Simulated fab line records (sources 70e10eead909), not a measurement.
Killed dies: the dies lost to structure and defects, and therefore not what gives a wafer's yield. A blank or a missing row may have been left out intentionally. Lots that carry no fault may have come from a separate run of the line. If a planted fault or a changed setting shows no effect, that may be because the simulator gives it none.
The tool behind it: which one? || flow nandHarc || Sampling: 15 lots, 45 wafers, 4 of 1302 route steps

## WHAT EACH GAUGE READ, for each wafer
Not one reading of a measure or inspect step in the record can be checked against a usual standard deviation.

## WHAT TOOL EACH LOT RAN ON (gives the tool, then ch and the chambers of the sampled wafers, and finally the start)
{"lot": "L954", "NHARC_A_STAIRCASE_STRIP_476": "rieDiel-04 ch 0,1,3, day 16 23:14", "NHARC_A_STAIRCASE_DEP_417": "pecvd-04 ch 0,1, day 16 23:23", "NHARC_A_STAIRCASE_CMP_450": "cmp-02 ch 0,1, day 18 18:46", "NHARC_A_STAIRCASE_DEP_471": "pecvd-04 ch 0,2, day 18 19:57"}
{"lot": "L957", "NHARC_A_STAIRCASE_STRIP_476": "rieDiel-01 ch 0,1,2, day 18 10:52", "NHARC_A_STAIRCASE_DEP_417": "pecvd-04 ch 0,1, day 18 10:58", "NHARC_A_STAIRCASE_CMP_450": "cmp-02 ch 0,1,3, day 20 13:50", "NHARC_A_STAIRCASE_DEP_471": "pecvd-04 ch 0,1,2, day 20 15:01"}
{"lot": "L958", "NHARC_A_STAIRCASE_STRIP_476": "rieDiel-04 ch 1,2,3, day 18 20:23", "NHARC_A_STAIRCASE_DEP_417": "pecvd-04 ch 0,1,2, day 18 20:28", "NHARC_A_STAIRCASE_CMP_450": "cmp-03 ch 1,2,3, day 20 13:52", "NHARC_A_STAIRCASE_DEP_471": "pecvd-02 ch 0,1,2, day 20 15:02"}
{"lot": "L959", "NHARC_A_STAIRCASE_STRIP_476": "rieDiel-04 ch 0,3, day 19 11:34", "NHARC_A_STAIRCASE_DEP_417": "pecvd-04 ch 0,1,2, day 19 11:39", "NHARC_A_STAIRCASE_CMP_450": "cmp-03 ch 0,2,3, day 21 05:19", "NHARC_A_STAIRCASE_DEP_471": "pecvd-01 ch 0,1,2, day 21 06:28"}
{"lot": "L960", "NHARC_A_STAIRCASE_STRIP_476": "rieDiel-13 ch 1,2, day 19 13:24", "NHARC_A_STAIRCASE_DEP_417": "pecvd-02 ch 0,2, day 19 13:32", "NHARC_A_STAIRCASE_CMP_450": "cmp-02 ch 1,2,3, day 21 05:29", "NHARC_A_STAIRCASE_DEP_471": "pecvd-02 ch 0,2, day 21 06:41"}
{"lot": "L962", "NHARC_A_STAIRCASE_STRIP_476": "rieDiel-13 ch 1,2,3, day 20 17:23", "NHARC_A_STAIRCASE_DEP_417": "pecvd-02 ch 0,2, day 20 17:29", "NHARC_A_STAIRCASE_CMP_450": "cmp-03 ch 0,1,3, day 22 10:58", "NHARC_A_STAIRCASE_DEP_471": "pecvd-01 ch 0,2, day 22 12:07"}
{"lot": "L970", "NHARC_A_STAIRCASE_STRIP_476": "rieDiel-13 ch 0,1,2, day 23 16:39", "NHARC_A_STAIRCASE_DEP_417": "pecvd-02 ch 0,1,2, day 23 16:45", "NHARC_A_STAIRCASE_CMP_450": "cmp-01 ch 0,1,3, day 25 17:47", "NHARC_A_STAIRCASE_DEP_471": "pecvd-04 ch 1,2, day 25 19:02"}
{"lot": "L969", "NHARC_A_STAIRCASE_STRIP_476": "rieDiel-04 ch 1,2,3, day 23 22:53", "NHARC_A_STAIRCASE_DEP_417": "pecvd-02 ch 0,1, day 23 22:59", "NHARC_A_STAIRCASE_CMP_450": "cmp-01 ch 0,2, day 25 22:34", "NHARC_A_STAIRCASE_DEP_471": "pecvd-01 ch 0,1,2, day 26 00:06"}
{"lot": "L971", "NHARC_A_STAIRCASE_STRIP_476": "rieDiel-13 ch 0,1,2, day 24 21:02", "NHARC_A_STAIRCASE_DEP_417": "pecvd-01 ch 1,2, day 24 21:12", "NHARC_A_STAIRCASE_CMP_450": "cmp-02 ch 1,2,3, day 26 16:12", "NHARC_A_STAIRCASE_DEP_471": "pecvd-01 ch 1,2, day 26 17:23"}
{"lot": "L972", "NHARC_A_STAIRCASE_STRIP_476": "rieDiel-01 ch 1,2, day 24 23:01", "NHARC_A_STAIRCASE_DEP_417": "pecvd-02 ch 1,2, day 24 23:07", "NHARC_A_STAIRCASE_CMP_450": "cmp-01 ch 0,2, day 26 17:23", "NHARC_A_STAIRCASE_DEP_471": "pecvd-04 ch 0,1, day 26 18:37"}
{"lot": "L974", "NHARC_A_STAIRCASE_STRIP_476": "rieDiel-13 ch 0,3, day 25 13:51", "NHARC_A_STAIRCASE_DEP_417": "pecvd-04 ch 0,1,2, day 25 14:02", "NHARC_A_STAIRCASE_CMP_450": "cmp-01 ch 2,3, day 27 09:48", "NHARC_A_STAIRCASE_DEP_471": "pecvd-01 ch 0,2, day 27 10:59"}
{"lot": "L973", "NHARC_A_STAIRCASE_STRIP_476": "rieDiel-13 ch 0,1,3, day 25 14:01", "NHARC_A_STAIRCASE_DEP_417": "pecvd-01 ch 0,1,2, day 25 14:09", "NHARC_A_STAIRCASE_CMP_450": "cmp-02 ch 0,2,3, day 27 09:31", "NHARC_A_STAIRCASE_DEP_471": "pecvd-01 ch 0,1,2, day 27 10:43"}
{"lot": "L975", "NHARC_A_STAIRCASE_STRIP_476": "rieDiel-13 ch 1,2,3, day 26 00:27", "NHARC_A_STAIRCASE_DEP_417": "pecvd-01 ch 0,1,2, day 26 00:32", "NHARC_A_STAIRCASE_CMP_450": "cmp-03 ch 0,1,3, day 27 18:35", "NHARC_A_STAIRCASE_DEP_471": "pecvd-01 ch 0,1, day 27 19:46"}
{"lot": "L976", "NHARC_A_STAIRCASE_STRIP_476": "rieDiel-13 ch 0,3, day 26 12:13", "NHARC_A_STAIRCASE_DEP_417": "pecvd-02 ch 1,2, day 26 12:21", "NHARC_A_STAIRCASE_CMP_450": "cmp-02 ch 0,1, day 28 05:35", "NHARC_A_STAIRCASE_DEP_471": "pecvd-04 ch 1,2, day 28 06:51"}
{"lot": "L977", "NHARC_A_STAIRCASE_STRIP_476": "rieDiel-13 ch 0,2,3, day 26 12:46", "NHARC_A_STAIRCASE_DEP_417": "pecvd-02 ch 0,1, day 26 12:52", "NHARC_A_STAIRCASE_CMP_450": "cmp-02 ch 0,2, day 28 04:45", "NHARC_A_STAIRCASE_DEP_471": "pecvd-01 ch 0,1, day 28 06:02"}
- NHARC_A_STAIRCASE_STRIP_476: strips in O2, time 20 s.
- NHARC_A_STAIRCASE_DEP_417: deposits Si3N4, target thk 60 nm.
- NHARC_A_STAIRCASE_CMP_450: polishes SiO2, target thk 200 nm.
- NHARC_A_STAIRCASE_DEP_471: deposits SiO2, target thk 100 nm.

## WHAT THE TOOLS THEMSELVES READ (means of the sampled wafers that have a number; where no wafer has one, the mark that the record gives instead)
NHARC_A_STAIRCASE_STRIP_476.
{"lot": "L954", "tool": "rieDiel-04", "drypumpMotorCurrentA (A)": 6.0, "oesProductAu (a.u.)": 0.996, "rfVppV (V)": 58.1, "showerheadPlenumPTorr (Torr)": 3.57, "throttleValvePct (%)": 17.039}
{"lot": "L957", "tool": "rieDiel-01", "drypumpMotorCurrentA (A)": 5.8, "oesProductAu (a.u.)": 1.004, "rfVppV (V)": 58.3, "showerheadPlenumPTorr (Torr)": 3.61, "throttleValvePct (%)": 17.036}
{"lot": "L958", "tool": "rieDiel-04", "drypumpMotorCurrentA (A)": 5.9, "oesProductAu (a.u.)": 1.006, "rfVppV (V)": 59.0, "showerheadPlenumPTorr (Torr)": 3.52, "throttleValvePct (%)": 17.039}
{"lot": "L959", "tool": "rieDiel-04", "drypumpMotorCurrentA (A)": 5.7, "oesProductAu (a.u.)": 0.987, "rfVppV (V)": 57.6, "showerheadPlenumPTorr (Torr)": 3.62, "throttleValvePct (%)": 17.040}
{"lot": "L960", "tool": "rieDiel-13", "drypumpMotorCurrentA (A)": 5.8, "oesProductAu (a.u.)": 0.998, "rfVppV (V)": 57.5, "showerheadPlenumPTorr (Torr)": 3.52, "throttleValvePct (%)": 17.035}
{"lot": "L962", "tool": "rieDiel-13", "drypumpMotorCurrentA (A)": 5.9, "oesProductAu (a.u.)": 0.992, "rfVppV (V)": 58.2, "showerheadPlenumPTorr (Torr)": 3.65, "throttleValvePct (%)": 17.039}
{"lot": "L970", "tool": "rieDiel-13", "drypumpMotorCurrentA (A)": 6.0, "oesProductAu (a.u.)": 0.993, "rfVppV (V)": 57.9, "showerheadPlenumPTorr (Torr)": 3.62, "throttleValvePct (%)": 17.044}
{"lot": "L969", "tool": "rieDiel-04", "drypumpMotorCurrentA (A)": 6.0, "oesProductAu (a.u.)": 1.014, "rfVppV (V)": 58.2, "showerheadPlenumPTorr (Torr)": 3.50, "throttleValvePct (%)": 17.029}
{"lot": "L971", "tool": "rieDiel-13", "drypumpMotorCurrentA (A)": 6.0, "oesProductAu (a.u.)": 0.989, "rfVppV (V)": 57.7, "showerheadPlenumPTorr (Torr)": 3.61, "throttleValvePct (%)": 17.035}
{"lot": "L972", "tool": "rieDiel-01", "drypumpMotorCurrentA (A)": 6.0, "oesProductAu (a.u.)": 0.996, "rfVppV (V)": 58.7, "showerheadPlenumPTorr (Torr)": 3.54, "throttleValvePct (%)": 17.026}
{"lot": "L974", "tool": "rieDiel-13", "drypumpMotorCurrentA (A)": 5.9, "oesProductAu (a.u.)": 1.005, "rfVppV (V)": 58.3, "showerheadPlenumPTorr (Torr)": 3.72, "throttleValvePct (%)": 17.029}
{"lot": "L973", "tool": "rieDiel-13", "drypumpMotorCurrentA (A)": 6.1, "oesProductAu (a.u.)": 1.004, "rfVppV (V)": 60.1, "showerheadPlenumPTorr (Torr)": 3.74, "throttleValvePct (%)": 17.035}
{"lot": "L975", "tool": "rieDiel-13", "drypumpMotorCurrentA (A)": 6.0, "oesProductAu (a.u.)": 0.994, "rfVppV (V)": 58.1, "showerheadPlenumPTorr (Torr)": 3.63, "throttleValvePct (%)": 17.034}
{"lot": "L976", "tool": "rieDiel-13", "drypumpMotorCurrentA (A)": 5.9, "oesProductAu (a.u.)": 1.005, "rfVppV (V)": 59.0, "showerheadPlenumPTorr (Torr)": 3.73, "throttleValvePct (%)": 17.033}
{"lot": "L977", "tool": "rieDiel-13", "drypumpMotorCurrentA (A)": 5.7, "oesProductAu (a.u.)": 1.002, "rfVppV (V)": 57.7, "showerheadPlenumPTorr (Torr)": 3.60, "throttleValvePct (%)": 17.041}

NHARC_A_STAIRCASE_DEP_417.
{"lot": "L954", "tool": "pecvd-04", "heaterPowerOuterW (W)": 401, "heaterPowerW (W)": 653}
{"lot": "L957", "tool": "pecvd-04", "heaterPowerOuterW (W)": 352, "heaterPowerW (W)": 572}
{"lot": "L958", "tool": "pecvd-04", "heaterPowerOuterW (W)": 395, "heaterPowerW (W)": 628}
{"lot": "L959", "tool": "pecvd-04", "heaterPowerOuterW (W)": 400, "heaterPowerW (W)": 632}
{"lot": "L960", "tool": "pecvd-02", "heaterPowerOuterW (W)": 391, "heaterPowerW (W)": 656}
{"lot": "L962", "tool": "pecvd-02", "heaterPowerOuterW (W)": 471, "heaterPowerW (W)": 771}
{"lot": "L970", "tool": "pecvd-02", "heaterPowerOuterW (W)": 427, "heaterPowerW (W)": 707}
{"lot": "L969", "tool": "pecvd-02", "heaterPowerOuterW (W)": 478, "heaterPowerW (W)": 770}
{"lot": "L971", "tool": "pecvd-01", "heaterPowerOuterW (W)": 481, "heaterPowerW (W)": 766}
{"lot": "L972", "tool": "pecvd-02", "heaterPowerOuterW (W)": 407, "heaterPowerW (W)": 674}
{"lot": "L974", "tool": "pecvd-04", "heaterPowerOuterW (W)": 384, "heaterPowerW (W)": 608}
{"lot": "L973", "tool": "pecvd-01", "heaterPowerOuterW (W)": 471, "heaterPowerW (W)": 777}
{"lot": "L975", "tool": "pecvd-01", "heaterPowerOuterW (W)": 452, "heaterPowerW (W)": 765}
{"lot": "L976", "tool": "pecvd-02", "heaterPowerOuterW (W)": 386, "heaterPowerW (W)": 650}
{"lot": "L977", "tool": "pecvd-02", "heaterPowerOuterW (W)": 465, "heaterPowerW (W)": 769}

NHARC_A_STAIRCASE_CMP_450.
{"lot": "L954", "tool": "cmp-02", "motorCurrentA (A)": 14.1, "slurryFilterDpKPa (kPa)": 13.62}
{"lot": "L957", "tool": "cmp-02", "motorCurrentA (A)": 12.4, "slurryFilterDpKPa (kPa)": 13.53}
{"lot": "L958", "tool": "cmp-03", "motorCurrentA (A)": 12.3, "slurryFilterDpKPa (kPa)": 13.41}
{"lot": "L959", "tool": "cmp-03", "motorCurrentA (A)": 12.2, "slurryFilterDpKPa (kPa)": 13.48}
{"lot": "L960", "tool": "cmp-02", "motorCurrentA (A)": 11.1, "slurryFilterDpKPa (kPa)": 13.55}
{"lot": "L962", "tool": "cmp-03", "motorCurrentA (A)": 12.9, "slurryFilterDpKPa (kPa)": 13.46}
{"lot": "L970", "tool": "cmp-01", "motorCurrentA (A)": 11.9, "slurryFilterDpKPa (kPa)": 13.61}
{"lot": "L969", "tool": "cmp-01", "motorCurrentA (A)": 12.1, "slurryFilterDpKPa (kPa)": 13.48}
{"lot": "L971", "tool": "cmp-02", "motorCurrentA (A)": 11.1, "slurryFilterDpKPa (kPa)": 13.66}
{"lot": "L972", "tool": "cmp-01", "motorCurrentA (A)": 11.9, "slurryFilterDpKPa (kPa)": 13.46}
{"lot": "L974", "tool": "cmp-01", "motorCurrentA (A)": 12.3, "slurryFilterDpKPa (kPa)": 13.47}
{"lot": "L973", "tool": "cmp-02", "motorCurrentA (A)": 11.8, "slurryFilterDpKPa (kPa)": 13.53}
{"lot": "L975", "tool": "cmp-03", "motorCurrentA (A)": 12.2, "slurryFilterDpKPa (kPa)": 13.41}
{"lot": "L976", "tool": "cmp-02", "motorCurrentA (A)": 12.6, "slurryFilterDpKPa (kPa)": 13.53}
{"lot": "L977", "tool": "cmp-02", "motorCurrentA (A)": 13.0, "slurryFilterDpKPa (kPa)": 13.46}

NHARC_A_STAIRCASE_DEP_471.
{"lot": "L954", "tool": "pecvd-04", "chamberPressureTorr (Torr)": 6.485, "flowSccm (sccm)": 2647, "heaterPowerW (W)": 530, "mfcPrecursorSccm (sccm)": 161.5, "throttleValvePct (%)": 16.2}
{"lot": "L957", "tool": "pecvd-04", "chamberPressureTorr (Torr)": 6.509, "flowSccm (sccm)": 2652, "heaterPowerW (W)": 444, "mfcPrecursorSccm (sccm)": 161.1, "throttleValvePct (%)": 15.6}
{"lot": "L958", "tool": "pecvd-02", "chamberPressureTorr (Torr)": 6.506, "flowSccm (sccm)": 2656, "heaterPowerW (W)": 523, "mfcPrecursorSccm (sccm)": 161.2, "throttleValvePct (%)": 15.8}
{"lot": "L959", "tool": "pecvd-01", "chamberPressureTorr (Torr)": 6.500, "flowSccm (sccm)": 2651, "heaterPowerW (W)": 578, "mfcPrecursorSccm (sccm)": 161.3, "throttleValvePct (%)": 16.5}
{"lot": "L960", "tool": "pecvd-02", "chamberPressureTorr (Torr)": 6.493, "flowSccm (sccm)": 2652, "heaterPowerW (W)": 505, "mfcPrecursorSccm (sccm)": 160.6, "throttleValvePct (%)": 15.9}
{"lot": "L962", "tool": "pecvd-01", "chamberPressureTorr (Torr)": 6.498, "flowSccm (sccm)": 2644, "heaterPowerW (W)": 594, "mfcPrecursorSccm (sccm)": 161.8, "throttleValvePct (%)": 16.1}
{"lot": "L970", "tool": "pecvd-04", "chamberPressureTorr (Torr)": "-", "flowSccm (sccm)": "-", "heaterPowerW (W)": "-", "mfcPrecursorSccm (sccm)": "-", "throttleValvePct (%)": "-"}
{"lot": "L969", "tool": "pecvd-01", "chamberPressureTorr (Torr)": "-", "flowSccm (sccm)": "-", "heaterPowerW (W)": "-", "mfcPrecursorSccm (sccm)": "-", "throttleValvePct (%)": "-"}
{"lot": "L971", "tool": "pecvd-01", "chamberPressureTorr (Torr)": "-", "flowSccm (sccm)": "-", "heaterPowerW (W)": "-", "mfcPrecursorSccm (sccm)": "-", "throttleValvePct (%)": "-"}
{"lot": "L972", "tool": "pecvd-04", "chamberPressureTorr (Torr)": 6.494, "flowSccm (sccm)": 2649, "heaterPowerW (W)": 399, "mfcPrecursorSccm (sccm)": 161.3, "throttleValvePct (%)": 15.9}
{"lot": "L974", "tool": "pecvd-01", "chamberPressureTorr (Torr)": 6.503, "flowSccm (sccm)": 2644, "heaterPowerW (W)": 607, "mfcPrecursorSccm (sccm)": 161.0, "throttleValvePct (%)": 16.4}
{"lot": "L973", "tool": "pecvd-01", "chamberPressureTorr (Torr)": 6.502, "flowSccm (sccm)": 2652, "heaterPowerW (W)": 577, "mfcPrecursorSccm (sccm)": 161.2, "throttleValvePct (%)": 16.5}
{"lot": "L975", "tool": "pecvd-01", "chamberPressureTorr (Torr)": 6.504, "flowSccm (sccm)": 2654, "heaterPowerW (W)": 605, "mfcPrecursorSccm (sccm)": 162.0, "throttleValvePct (%)": 16.7}
{"lot": "L976", "tool": "pecvd-04", "chamberPressureTorr (Torr)": 6.509, "flowSccm (sccm)": 2650, "heaterPowerW (W)": 473, "mfcPrecursorSccm (sccm)": 161.0, "throttleValvePct (%)": 15.3}
{"lot": "L977", "tool": "pecvd-01", "chamberPressureTorr (Torr)": 6.506, "flowSccm (sccm)": 2655, "heaterPowerW (W)": 622, "mfcPrecursorSccm (sccm)": 161.9, "throttleValvePct (%)": 16.5}

## THE ANSWER, worked out from the rows above alone
Rule: the usual values come from the lots themselves. Put in order of their means at a reading, lots are off if they are a third of the lots or fewer, leave a main group of 4 or more, and stand apart from it by a gap of 3 or more times the standard deviation of the main group's means; of several such gaps the widest counts. If all means in a main group match to the digits the tables above print for the reading, that group is not used. Also off: a lot with no number at a reading for which 4 or more lots have one. The other lots that the step has rows for count as sound. The gauges are gone through in route order, then the tools' own readings, and for those a lot's mean is taken as printed above. The first step at which some lot is off is used, and at that step the reading that is off furthest; a lot without a number counts as furthest.
Off, at NHARC_A_STAIRCASE_DEP_471 on chamberPressureTorr: L970, L969, L971. Without a number there: L970, L969, L971. Main group: mean 6.501 Torr, sd 0.0069.
A tool fits if, at that step or a process step before it, it ran every lot that is off, and no sound lot after the first of them. Of those tried, none fits.

## WHAT THE SIMULATOR PUT IN
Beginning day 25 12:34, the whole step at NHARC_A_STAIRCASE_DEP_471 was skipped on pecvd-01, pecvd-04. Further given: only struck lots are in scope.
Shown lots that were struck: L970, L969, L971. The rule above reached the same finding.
